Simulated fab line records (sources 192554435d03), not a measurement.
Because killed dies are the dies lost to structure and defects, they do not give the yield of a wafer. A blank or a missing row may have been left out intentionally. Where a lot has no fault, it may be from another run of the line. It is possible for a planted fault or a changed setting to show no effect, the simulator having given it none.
Which tool is to blame? + flow n5-finfet + 72 wafers from 24 lots sampled at 6 of the route's 1938 steps

WHAT THE GAUGES READ, wafer by wafer
N5_MOL_CONTACT_COAG_INSPECT_97: inspects for defects (darkfield).
| lot  | measured     | on                | raw-defect-count |
|------|--------------|-------------------|------------------|
| L074 | day 5 17:23  | defect-inspect-01 | 59 46 87         |
| L076 | day 6 01:44  | defect-inspect-01 | 28 30 67         |
| L075 | day 6 04:44  | defect-inspect-02 | 67 59 44         |
| L077 | day 6 07:46  | defect-inspect-02 | 51 18 48         |
| L078 | day 6 19:04  | defect-inspect-01 | 23 23 47         |
| L079 | day 7 02:01  | defect-inspect-01 | 34 43 31         |
| L080 | day 7 05:08  | defect-inspect-02 | 28 38 59         |
| L083 | day 7 22:26  | defect-inspect-01 | 34 45 25         |
| L081 | day 8 01:41  | defect-inspect-02 | 24 38 30         |
| L084 | day 8 04:43  | defect-inspect-02 | 48 35 35         |
| L082 | day 8 07:41  | defect-inspect-02 | 22 44 28         |
| L085 | day 8 11:18  | defect-inspect-02 | 42 42 57         |
| L086 | day 8 14:20  | defect-inspect-01 | 43 95 43         |
| L087 | day 8 22:08  | defect-inspect-01 | 39 30 34         |
| L088 | day 9 01:06  | defect-inspect-02 | 38 30 46         |
| L089 | day 9 05:07  | defect-inspect-01 | 64 45 48         |
| L090 | day 9 10:15  | defect-inspect-02 | 61 69 50         |
| L091 | day 9 13:41  | defect-inspect-02 | 44 44 44         |
| L092 | day 9 21:53  | defect-inspect-02 | 30 40 28         |
| L093 | day 10 07:54 | defect-inspect-01 | 63 78 62         |
| L094 | day 10 12:50 | defect-inspect-02 | 42 48 63         |
| L095 | day 10 17:05 | defect-inspect-01 | 59 73 65         |
| L096 | day 11 03:25 | defect-inspect-01 | 38 53 26         |
| L097 | day 11 10:32 | defect-inspect-01 | 27 50 38         |

N5_BEOL_M0_SAQP_CD_MEAS_25: the cd target is 13.1 nm.
| lot  | measured     | on        | cd-nm (nm)        |
|------|--------------|-----------|-------------------|
| L074 | day 5 21:40  | cd-sem-03 | 13.03 12.76 12.73 |
| L076 | day 6 05:22  | cd-sem-03 | 12.65 12.47 12.67 |
| L075 | day 6 07:55  | cd-sem-01 | 12.95 12.99 13.23 |
| L077 | day 6 11:50  | cd-sem-03 | 12.57 12.75 12.68 |
| L078 | day 7 00:40  | cd-sem-03 | 13.00 13.28 12.96 |
| L079 | day 7 05:43  | cd-sem-03 | 12.86 12.75 12.81 |
| L080 | day 7 09:31  | cd-sem-02 | 12.59 12.79 13.02 |
| L083 | day 8 02:52  | cd-sem-01 | 12.88 12.67 12.45 |
| L081 | day 8 06:59  | cd-sem-02 | 12.72 12.59 13.11 |
| L084 | day 8 07:41  | cd-sem-03 | 12.82 12.78 12.95 |
| L082 | day 8 11:55  | cd-sem-01 | 12.66 12.93 13.16 |
| L085 | day 8 15:14  | cd-sem-03 | 12.73 12.87 12.84 |
| L086 | day 8 18:31  | cd-sem-03 | 12.53 12.90 12.81 |
| L087 | day 9 02:54  | cd-sem-01 | 13.17 12.80 12.56 |
| L088 | day 9 04:11  | cd-sem-02 | 12.58 12.55 12.51 |
| L089 | day 9 08:13  | cd-sem-02 | 12.82 12.96 12.82 |
| L090 | day 9 14:26  | cd-sem-02 | 12.76 12.92 12.77 |
| L091 | day 9 17:06  | cd-sem-02 | 12.74 12.65 12.52 |
| L092 | day 10 01:13 | cd-sem-02 | 13.13 13.08 12.89 |
| L093 | day 10 13:08 | cd-sem-01 | 12.37 12.84 12.91 |
| L094 | day 10 17:09 | cd-sem-02 | 12.79 13.00 12.94 |
| L095 | day 10 21:11 | cd-sem-03 | 12.75 12.91 12.87 |
| L096 | day 11 07:04 | cd-sem-03 | 12.58 12.69 12.83 |
| L097 | day 11 14:45 | cd-sem-01 | 12.78 12.46 13.22 |

N5_BEOL_M0_SAQP_CD_MEAS_29: the cd target is 14.4 nm.
| lot  | measured     | on        | cd-nm (nm)        |
|------|--------------|-----------|-------------------|
| L074 | day 5 23:29  | cd-sem-02 | 15.12 14.56 14.73 |
| L076 | day 6 07:09  | cd-sem-01 | 14.85 14.87 14.99 |
| L075 | day 6 11:23  | cd-sem-01 | 14.94 14.76 14.92 |
| L077 | day 6 14:05  | cd-sem-03 | 15.13 14.71 15.15 |
| L078 | day 7 02:34  | cd-sem-03 | 14.95 14.92 15.16 |
| L079 | day 7 07:35  | cd-sem-02 | 15.10 14.97 14.99 |
| L080 | day 7 11:28  | cd-sem-02 | 15.43 14.59 14.99 |
| L083 | day 8 04:57  | cd-sem-03 | 15.35 14.90 14.89 |
| L081 | day 8 08:45  | cd-sem-03 | 14.75 15.07 15.04 |
| L084 | day 8 09:28  | cd-sem-03 | 14.96 15.18 15.13 |
| L082 | day 8 13:41  | cd-sem-01 | 14.74 15.42 15.00 |
| L085 | day 8 18:16  | cd-sem-03 | 15.33 14.80 15.02 |
| L086 | day 8 20:27  | cd-sem-01 | 14.79 15.05 14.67 |
| L087 | day 9 04:43  | cd-sem-03 | 15.07 14.81 14.69 |
| L088 | day 9 05:56  | cd-sem-01 | 15.11 15.08 15.18 |
| L089 | day 9 10:14  | cd-sem-01 | 15.07 14.71 14.88 |
| L090 | day 9 16:16  | cd-sem-03 | 14.76 15.20 15.18 |
| L091 | day 9 19:11  | cd-sem-01 | 14.90 15.33 14.48 |
| L092 | day 10 03:03 | cd-sem-01 | 15.12 14.98 14.79 |
| L093 | day 10 16:42 | cd-sem-01 | 15.31 15.28 14.83 |
| L094 | day 10 19:51 | cd-sem-03 | 14.42 15.14 15.13 |
| L095 | day 10 22:57 | cd-sem-01 | 15.40 15.24 15.10 |
| L096 | day 11 08:49 | cd-sem-02 | 15.19 14.99 15.47 |
| L097 | day 11 16:42 | cd-sem-03 | 15.10 14.82 15.32 |

WHICH TOOL RAN EACH LOT (tool, then ch and the chambers of the sampled wafers, then the start)
| lot  | N5_BEOL_M0_SAQP_PECVD_03        | N5_BEOL_M0_SAQP_PECVD_96        | N5_BEOL_M0_SAQP_PECVD_97        |
|------|---------------------------------|---------------------------------|---------------------------------|
| L074 | pecvd-03 ch 0,1,2, day 5 19:04  | pecvd-03 ch 0,1,2, day 5 19:06  | pecvd-03 ch 0,1,2, day 5 19:09  |
| L076 | pecvd-03 ch 0,1,2, day 6 03:04  | pecvd-03 ch 0,1,2, day 6 03:05  | pecvd-03 ch 0,1,2, day 6 03:08  |
| L075 | pecvd-01 ch 0,1, day 6 05:28    | pecvd-01 ch 0,1, day 6 05:29    | pecvd-01 ch 0,1, day 6 05:32    |
| L077 | pecvd-03 ch 0,1,2, day 6 08:52  | pecvd-03 ch 0,1,2, day 6 08:53  | pecvd-03 ch 0,1,2, day 6 08:56  |
| L078 | pecvd-01 ch 0,1,2, day 6 22:23  | pecvd-01 ch 0,1,2, day 6 22:25  | pecvd-01 ch 0,1,2, day 6 22:28  |
| L079 | pecvd-01 ch 1,2, day 7 03:30    | pecvd-01 ch 1,2, day 7 03:32    | pecvd-01 ch 1,2, day 7 03:35    |
| L080 | pecvd-03 ch 0,1,2, day 7 07:10  | pecvd-03 ch 0,1,2, day 7 07:11  | pecvd-03 ch 0,1,2, day 7 07:14  |
| L083 | pecvd-03 ch 0,2, day 7 23:10    | pecvd-03 ch 0,2, day 7 23:11    | pecvd-03 ch 0,2, day 7 23:14    |
| L081 | pecvd-04 ch 0,1, day 8 02:49    | pecvd-04 ch 0,1, day 8 02:51    | pecvd-04 ch 0,1, day 8 02:54    |
| L084 | pecvd-03 ch 0,1,2, day 8 05:14  | pecvd-03 ch 0,1,2, day 8 05:16  | pecvd-03 ch 0,1,2, day 8 05:19  |
| L082 | pecvd-04 ch 1,2, day 8 09:26    | pecvd-04 ch 1,2, day 8 09:28    | pecvd-04 ch 1,2, day 8 09:30    |
| L085 | pecvd-03 ch 0,1, day 8 12:52    | pecvd-03 ch 0,1, day 8 12:54    | pecvd-03 ch 0,1, day 8 12:56    |
| L086 | pecvd-04 ch 0,1,2, day 8 15:10  | pecvd-04 ch 0,1,2, day 8 15:12  | pecvd-04 ch 0,1,2, day 8 15:15  |
| L087 | pecvd-01 ch 0,1,2, day 8 23:58  | pecvd-01 ch 0,1,2, day 9 00:00  | pecvd-01 ch 0,1,2, day 9 00:02  |
| L088 | pecvd-01 ch 1,2, day 9 01:50    | pecvd-01 ch 1,2, day 9 01:52    | pecvd-01 ch 1,2, day 9 01:55    |
| L089 | pecvd-03 ch 1,2, day 9 05:53    | pecvd-03 ch 1,2, day 9 05:54    | pecvd-03 ch 1,2, day 9 05:57    |
| L090 | pecvd-03 ch 0,1,2, day 9 11:50  | pecvd-03 ch 0,1,2, day 9 11:52  | pecvd-03 ch 0,1,2, day 9 11:55  |
| L091 | pecvd-04 ch 1,2, day 9 14:46    | pecvd-04 ch 1,2, day 9 14:47    | pecvd-04 ch 1,2, day 9 14:50    |
| L092 | pecvd-03 ch 0,1,2, day 9 23:00  | pecvd-03 ch 0,1,2, day 9 23:02  | pecvd-03 ch 0,1,2, day 9 23:04  |
| L093 | pecvd-01 ch 1,2, day 10 10:26   | pecvd-01 ch 1,2, day 10 10:28   | pecvd-01 ch 1,2, day 10 10:31   |
| L094 | pecvd-04 ch 0,1,2, day 10 14:40 | pecvd-04 ch 0,1,2, day 10 14:41 | pecvd-04 ch 0,1,2, day 10 14:44 |
| L095 | pecvd-03 ch 1,2, day 10 18:30   | pecvd-03 ch 1,2, day 10 18:32   | pecvd-03 ch 1,2, day 10 18:35   |
| L096 | pecvd-04 ch 1, day 11 04:27     | pecvd-04 ch 1, day 11 04:29     | pecvd-04 ch 1, day 11 04:34     |
| L097 | pecvd-01 ch 0,2, day 11 12:23   | pecvd-01 ch 0,2, day 11 12:25   | pecvd-01 ch 0,2, day 11 12:27   |
- N5_BEOL_M0_SAQP_PECVD_03: deposits SiCN from 3MS/NH3, target thk 12 nm, time 21.1 s.
- N5_BEOL_M0_SAQP_PECVD_96: deposits a-Si from SiH4/He, target thk 45 nm, time 45.2 s.
- N5_BEOL_M0_SAQP_PECVD_97: deposits SiNx from SiH4/NH3/N2, target thk 23 nm, time 19.9 s.

AS READ BY THE TOOLS THEMSELVES (means over the sampled wafers that have a number; for cases with no such wafer, the mark the record gives instead)
N5_BEOL_M0_SAQP_PECVD_03.
| lot  | tool     | showerhead-plenum-p-Torr (Torr) | showerhead-vpp-V (V) | throttle-valve-pct (%) |
|------|----------|---------------------------------|----------------------|------------------------|
| L074 | pecvd-03 | 3.663                           | 858                  | 8.89                   |
| L076 | pecvd-03 | 3.665                           | 858                  | 8.89                   |
| L075 | pecvd-01 | 3.689                           | 884                  | 9.01                   |
| L077 | pecvd-03 | 3.663                           | 858                  | 8.97                   |
| L078 | pecvd-01 | 3.686                           | 912                  | 9.27                   |
| L079 | pecvd-01 | 3.687                           | 949                  | 9.25                   |
| L080 | pecvd-03 | 3.665                           | 858                  | 8.77                   |
| L083 | pecvd-03 | 3.673                           | 856                  | 8.76                   |
| L081 | pecvd-04 | 3.668                           | 829                  | 8.82                   |
| L084 | pecvd-03 | 3.662                           | 862                  | 8.98                   |
| L082 | pecvd-04 | 3.669                           | 879                  | 8.93                   |
| L085 | pecvd-03 | 3.663                           | 861                  | 9.07                   |
| L086 | pecvd-04 | 3.665                           | 857                  | 8.95                   |
| L087 | pecvd-01 | 3.685                           | 909                  | 9.17                   |
| L088 | pecvd-01 | 3.678                           | 930                  | 9.50                   |
| L089 | pecvd-03 | 3.661                           | 860                  | 9.04                   |
| L090 | pecvd-03 | 3.658                           | 866                  | 8.94                   |
| L091 | pecvd-04 | 3.671                           | 897                  | 9.04                   |
| L092 | pecvd-03 | 3.673                           | 849                  | 8.89                   |
| L093 | pecvd-01 | 3.678                           | 936                  | 9.39                   |
| L094 | pecvd-04 | 3.674                           | 861                  | 8.77                   |
| L095 | pecvd-03 | 3.661                           | 857                  | 9.01                   |
| L096 | pecvd-04 | 3.662                           | 867                  | 8.98                   |
| L097 | pecvd-01 | 3.673                           | 888                  | 9.50                   |

N5_BEOL_M0_SAQP_PECVD_96.
| lot  | tool     | heater-power-w (W) | showerhead-plenum-p-Torr (Torr) | showerhead-vpp-V (V) | throttle-valve-pct (%) |
|------|----------|--------------------|---------------------------------|----------------------|------------------------|
| L074 | pecvd-03 | 616                | 5.67                            | 603                  | 17.7                   |
| L076 | pecvd-03 | 585                | 5.68                            | 604                  | 17.7                   |
| L075 | pecvd-01 | 645                | 5.78                            | 623                  | 18.0                   |
| L077 | pecvd-03 | 580                | 5.68                            | 607                  | 17.8                   |
| L078 | pecvd-01 | 716                | 5.74                            | 639                  | 18.6                   |
| L079 | pecvd-01 | 792                | 5.75                            | 662                  | 18.4                   |
| L080 | pecvd-03 | 614                | 5.67                            | 601                  | 17.6                   |
| L083 | pecvd-03 | 598                | 5.71                            | 602                  | 17.8                   |
| L081 | pecvd-04 | 595                | 5.68                            | 578                  | 17.7                   |
| L084 | pecvd-03 | 619                | 5.66                            | 604                  | 17.7                   |
| L082 | pecvd-04 | 553                | 5.67                            | 618                  | 17.9                   |
| L085 | pecvd-03 | 673                | 5.66                            | 610                  | 18.0                   |
| L086 | pecvd-04 | 573                | 5.69                            | 605                  | 17.7                   |
| L087 | pecvd-01 | 704                | 5.75                            | 642                  | 18.5                   |
| L088 | pecvd-01 | 799                | 5.71                            | 655                  | 19.0                   |
| L089 | pecvd-03 | 614                | 5.64                            | 601                  | 17.9                   |
| L090 | pecvd-03 | 608                | 5.66                            | 599                  | 17.6                   |
| L091 | pecvd-04 | 605                | 5.70                            | 629                  | 17.8                   |
| L092 | pecvd-03 | 630                | 5.67                            | 601                  | 17.7                   |
| L093 | pecvd-01 | 762                | 5.71                            | 652                  | 18.9                   |
| L094 | pecvd-04 | 555                | 5.69                            | 603                  | 17.8                   |
| L095 | pecvd-03 | 635                | 5.62                            | 608                  | 17.8                   |
| L096 | pecvd-04 | 601                | 5.64                            | 612                  | 18.1                   |
| L097 | pecvd-01 | 728                | 5.71                            | 634                  | 19.3                   |

N5_BEOL_M0_SAQP_PECVD_97.
| lot  | tool     | heater-power-w (W) | showerhead-plenum-p-Torr (Torr) | showerhead-vpp-V (V) | throttle-valve-pct (%) |
|------|----------|--------------------|---------------------------------|----------------------|------------------------|
| L074 | pecvd-03 | 534                | 5.15                            | 1044                 | 38.8                   |
| L076 | pecvd-03 | 550                | 5.14                            | 1047                 | 38.9                   |
| L075 | pecvd-01 | 583                | 5.30                            | 1093                 | 39.7                   |
| L077 | pecvd-03 | 524                | 5.14                            | 1050                 | 38.9                   |
| L078 | pecvd-01 | 677                | 5.25                            | 1106                 | 40.6                   |
| L079 | pecvd-01 | 629                | 5.25                            | 1157                 | 40.5                   |
| L080 | pecvd-03 | 550                | 5.14                            | 1054                 | 38.9                   |
| L083 | pecvd-03 | 543                | 5.20                            | 1038                 | 38.7                   |
| L081 | pecvd-04 | 489                | 5.15                            | 1016                 | 38.9                   |
| L084 | pecvd-03 | 511                | 5.14                            | 1050                 | 38.8                   |
| L082 | pecvd-04 | 490                | 5.15                            | 1077                 | 39.3                   |
| L085 | pecvd-03 | 555                | 5.13                            | 1059                 | 39.5                   |
| L086 | pecvd-04 | 513                | 5.18                            | 1046                 | 39.1                   |
| L087 | pecvd-01 | 603                | 5.25                            | 1109                 | 40.6                   |
| L088 | pecvd-01 | 716                | 5.20                            | 1131                 | 41.4                   |
| L089 | pecvd-03 | 521                | 5.10                            | 1052                 | 39.3                   |
| L090 | pecvd-03 | 565                | 5.14                            | 1042                 | 38.9                   |
| L091 | pecvd-04 | 546                | 5.19                            | 1085                 | 39.3                   |
| L092 | pecvd-03 | 528                | 5.14                            | 1041                 | 39.0                   |
| L093 | pecvd-01 | 701                | 5.21                            | 1140                 | 41.9                   |
| L094 | pecvd-04 | 529                | 5.17                            | 1039                 | 39.1                   |
| L095 | pecvd-03 | 549                | 5.10                            | 1043                 | 39.2                   |
| L096 | pecvd-04 | 504                | 5.11                            | 1070                 | 39.6                   |
| L097 | pecvd-01 | 652                | 5.20                            | 1086                 | 42.1                   |

THE ANSWER, worked out from the rows above alone
Rule: the lots themselves supply what counts as usual. Put in order of their means at a reading, lots are off if they are a third of the lots or fewer, leave a main group of 4 or more, and stand apart from it by a gap of 3 or more times the standard deviation of the main group's means; of several such gaps the widest counts. If all means in a main group match to the digits the tables above print for the reading, that group is not used. A lot without any number at a reading at which 4 lots or more have one is off too. The other lots that the step has rows for count as sound. After the gauges, taken in route order, come the tools' own readings; for these a lot's mean is taken, as printed above. At the first step where some lot is off, the reading lying furthest off is the one used; lots without a number count as furthest.
No lot is off on any of the readings shown, so nothing can be concluded from this.

WHAT THE SIMULATOR HAD INSERTED
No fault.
